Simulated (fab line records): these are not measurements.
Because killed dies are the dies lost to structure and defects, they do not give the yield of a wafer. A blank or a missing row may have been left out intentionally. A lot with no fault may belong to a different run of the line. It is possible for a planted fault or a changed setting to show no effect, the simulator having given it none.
8D (eight disciplines) problem report, filled in by code    flow nand-harc    the parts of the form that need people (team, actions taken, sign-off) are left out

## 1. WHAT WENT WRONG
Wafers without a fault read 630.0 C, standard deviation 0.34; susceptor-temp-C at NHARC_A_CHANNEL_FILL_D2_ALD_03 reads a mean of 646.0 C on 6 wafers belonging to 2 lots. That is +47 standard deviations from the usual mean.
The step: deposits SiNx, target thk 6 nm, pulse time 60 s, ald cycles 58.
The first sign was on wafer L826.3 at day 15 12:29, on ald-sin-batch-02. The record has a number at this step for 27 wafers belonging to 9 lots. By rule, "out" or "out of limits" means more than 4 standard deviations away from the usual mean. Any other wafer with a number is counted as sound.

## 2. WHAT IT IS, AND WHAT IT ISN'T
question                     is                      is not
which readings at this step  susceptor-temp-C        precursor-pulse-height-rel
which lots                   L826, L827              L823, L824, L825, L837, L838, L842, L843
which wafers of those lots   all that have a number  -
read on which tools          ald-sin-batch-02        ald-sin-batch-01, ald-sin-batch-03
when                         from day 15 12:29       up to then (9 sound wafers); but 12 sound wafers of L837, L838, L842, L843 came after

## 3. WHAT RULES OUT EACH SUSPECT
Counting: a tool stays on the suspect list if, at a process step up to the reading, it processed all lots that are out and no sound lot following the first of them.
- rie-diel-01 at NHARC_A_CHANNEL_HOLE_D2_STRIP_28 (strips in O2): ruled out as a lasting fault. After its first lot that is out, L826 (day 15 12:29), sound lots L837, L843 ran on it. NHARC_A_CHANNEL_HOLE_D2_STRIP_28: start missing for some lots; hours and lot order therefore follow NHARC_A_CHANNEL_FILL_D2_ALD_03.
- ald-sin-batch-02 at NHARC_A_CHANNEL_FILL_D2_ALD_03 (deposits SiNx, target thk 6 nm, pulse time 60 s, ald cycles 58): ruled out as a lasting fault. After its first lot that is out, L826 (day 15 12:29), sound lots L837, L842, L843 ran on it.
Left after counting: nothing in the record.

## 4. THE CAUSE (what the simulator had put in)
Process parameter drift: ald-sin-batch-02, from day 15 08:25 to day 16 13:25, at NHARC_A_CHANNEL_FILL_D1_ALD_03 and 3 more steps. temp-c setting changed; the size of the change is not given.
Counting ruled it out, wrongly.

## 5. THE EFFECT CHAIN, in route order
Each row: a reading where the mean over the struck wafers with a number is more than 3 standard deviations away from the usual. Only readings whose record carries a usual standard deviation are examined. hours: median over the lots of the time between each lot's start at the first step of this table that gives one and its start at this step. sigmas: the change, counted in usual standard deviations.
hours  step                            reading           usual    on struck wafers  change  sigmas
0      NHARC_A_CHANNEL_FILL_D2_ALD_03  susceptor-temp-C  630.0 C  646.0             +16.0   +47
The process steps in it:
- NHARC_A_CHANNEL_FILL_D2_ALD_03: deposits SiNx, target thk 6 nm, pulse time 60 s, ald cycles 58.

## 6. HOW IT WOULD HAVE BEEN CAUGHT EARLIER
The fault began at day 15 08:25; the first out-of-limits reading in this record came at day 15 12:29, 4 hours later.
